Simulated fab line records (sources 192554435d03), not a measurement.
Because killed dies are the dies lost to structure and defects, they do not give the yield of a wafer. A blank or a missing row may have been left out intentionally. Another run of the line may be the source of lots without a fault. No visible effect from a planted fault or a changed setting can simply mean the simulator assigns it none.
Struck lot and sound lot, side by side | flow n5Finfet | 16 out of 1938 route steps
Sound: these wafers, L992.3, L992.4, L992.5. Struck: wafer L994.2 (left out: L994.4, L994.6 of the same lot, which were not struck); the cause appears at the end.
Order at every step that has rows: each side's tool, ch and its chambers, its first start. Under that, the readings that differ: sound wafers | struck wafers | difference of the means | sigmas: that difference in standard deviations of wafers without a fault.
alike: readings whose means differ by less than 2 such deviations, and words and numbers that are the same on both sides. not compared: withheld readings, readings that some wafer has no value for, bounds like >300 that may hide the same value, and numbers for which the record gives no deviation and whose values overlap.
The two part at a step that has a row with sigmas, a row that says differs or no value, or rows on one side only. Non-overlapping numbers with no deviation appear without sigmas and do not part them. A reading missing from all wafers of one side parts the sides only when that side holds two or more wafers.

first, 1 step without rows for these wafers: N5_FIN_CUT_STRIP_31 (strips in N2/H2).
N5_FIN_CUT_STRIP_24: strips in CF4.
  sound on rieDiel-03 ch 0,1,3, day 5 04:30; struck on rieDiel-04 ch 3, day 5 15:37
reading    | sound             | struck | difference | sigmas
powerW (W) | 298.7 298.8 300.5 | 303.5  | +4.2       | +4
  alike: cf4FlowSccm, drypumpMotorCurrentA, oesProductAu, rfVppV, showerheadPlenumPTorr, throttleValvePct
  not compared: rfHoursCounterH
then, 3 steps without rows for these wafers: N5_FIN_CUT_CUT_ETCH_26 (etches SiNx in CH3F/O2, target depth 39 nm, time 55.7 s); N5_FIN_CUT_CUT_ETCH_27 (etches SiO2 in CHF3/O2, target depth 4 nm, overetch 2 nm, time 4.9 s); N5_FIN_CUT_PRECLEAN_35 (cleans in vHF, time 13.3 s).
N5_FIN_CUT_CUT_ETCH_15: etches Si in HBr/Cl2/O2, target depth 100 nm, bt time 10 s, time 42.4 s.
  sound on rieSi-02 ch 0,1, day 5 04:43; struck on rieSi-02 ch 1, day 5 15:50
  alike: drypumpMotorCurrentA, heBacksideLeakSccm, oesProductAu, throttleValvePct
  not compared: rfHoursCounterH
N5_FIN_CUT_CUT_ETCH_28: etches Si in HBr/Cl2/O2, target depth 6 nm, time 2.4 s.
  sound on rieSi-02 ch 0,1, day 5 04:46; struck on rieSi-02 ch 1, day 5 15:53
  alike: drypumpMotorCurrentA, heBacksideLeakSccm, oesProductAu, throttleValvePct
  not compared: rfHoursCounterH
N5_FIN_CUT_STRIP_22: strips in N2/H2.
  sound on rieDiel-04 ch 1,2, day 5 05:02; struck on rieDiel-03 ch 3, day 5 15:58
  alike: drypumpMotorCurrentA, n2FlowSccm, oesProductAu, powerW, rfVppV, showerheadPlenumPTorr, throttleValvePct
  not compared: rfHoursCounterH
then, 3 steps without rows for these wafers: N5_FIN_CUT_PRECLEAN_36 (cleans in O3/DIW, time 60 s); N5_FIN_CUT_SRD_32 (time 30 s); N5_FIN_CUT_UV_OZONE_34 (time 120 s).
N5_FIN_CUT_INSPECT_17: inspects for defects (brightfield).
  struck on defectInspect-02, day 5 16:07; sound on defectInspect-01, day 5 05:11
  alike: rawDefectCount
N5_STI_FIN_REVEAL_ALD_00: deposits SiO2, target thk 1 nm, pulse time 1 s.
  sound on aldSin-03 ch 1,3, day 5 05:19; struck on aldSin-03 ch 2, day 5 17:38
reading                                        | sound       | struck | difference | sigmas
heaterPowerW (W)                               | 500 476 508 | 394    | -101       | -3
model.SiO2_of_STI_FIN_REVEAL_ALD_00.thkNm (nm) | 1 1 1       | 0.4    | -0.6       | 
  alike: precursorPulseHeightRel
N5_STI_FIN_REVEAL_ALD_14: deposits Si3N4, target thk 3 nm.
  sound on aldSin-03 ch 1,3, day 5 05:22; struck on aldSin-03 ch 2, day 5 17:41
reading          | sound       | struck | difference | sigmas
heaterPowerW (W) | 901 840 886 | 686    | -190       | -3
-- the record jumps here: 6 days lie between the struck wafers' starts before and after (it left off in module STI_FIN_REVEAL and takes up again in module BEOL_M4, whose first step shown is number 1111 of the route) --
N5_BEOL_M4_RC_MEAS_101:
  sound on prober-01 ch 0, day 11 19:54; struck on prober-02 ch 0, day 11 21:48
reading        | sound             | struck | difference | sigmas
IOFF_N (nA/um) | 0.183 0.127 0.136 | 0.202  | +0.053     | +2
ION_N (uA/um)  | 675 677 667       | 695    | +22        | +2
ION_P (uA/um)  | 458 460 460       | 473    | +14        | +2
SS_P (mV/dec)  | 74.0 72.9 72.2    | 74.3   | +1.3       | +2
VT_N (mV)      | 248.3 255.1 251.5 | 244.1  | -7.5       | -3
  alike: DIBL_N, DIBL_P, IOFF_P, SS_N, VT_P
-- a jump in the record: the struck wafers' starts before and after are 5 days apart (it breaks off in module BEOL_M4 and resumes in module PASSIVATION, where the first step shown is number 1936 of the route) --
N5_PASSIVATION_PROBE_49:
  struck on prober-02, day 16 13:08; sound on prober-01, day 16 04:52
  alike: defectLimitedYield, killed_at_M0_to_M3, killed_at_M4_up, killedAtContacts, killedAtFrontEnd, killedAtOther, killedDies, killedOnRim, killedOpen, killedShort, sort_bin_5_function, sort_bin_6_memory, sortNPass, sortYieldPct

## WHERE THEY PART
Earliest at N5_FIN_CUT_STRIP_24; latest, in this record, at N5_BEOL_M4_RC_MEAS_101. Later steps at which nothing parts them and some readings are alike: N5_PASSIVATION_PROBE_49.

WHY: whatever the simulator had introduced
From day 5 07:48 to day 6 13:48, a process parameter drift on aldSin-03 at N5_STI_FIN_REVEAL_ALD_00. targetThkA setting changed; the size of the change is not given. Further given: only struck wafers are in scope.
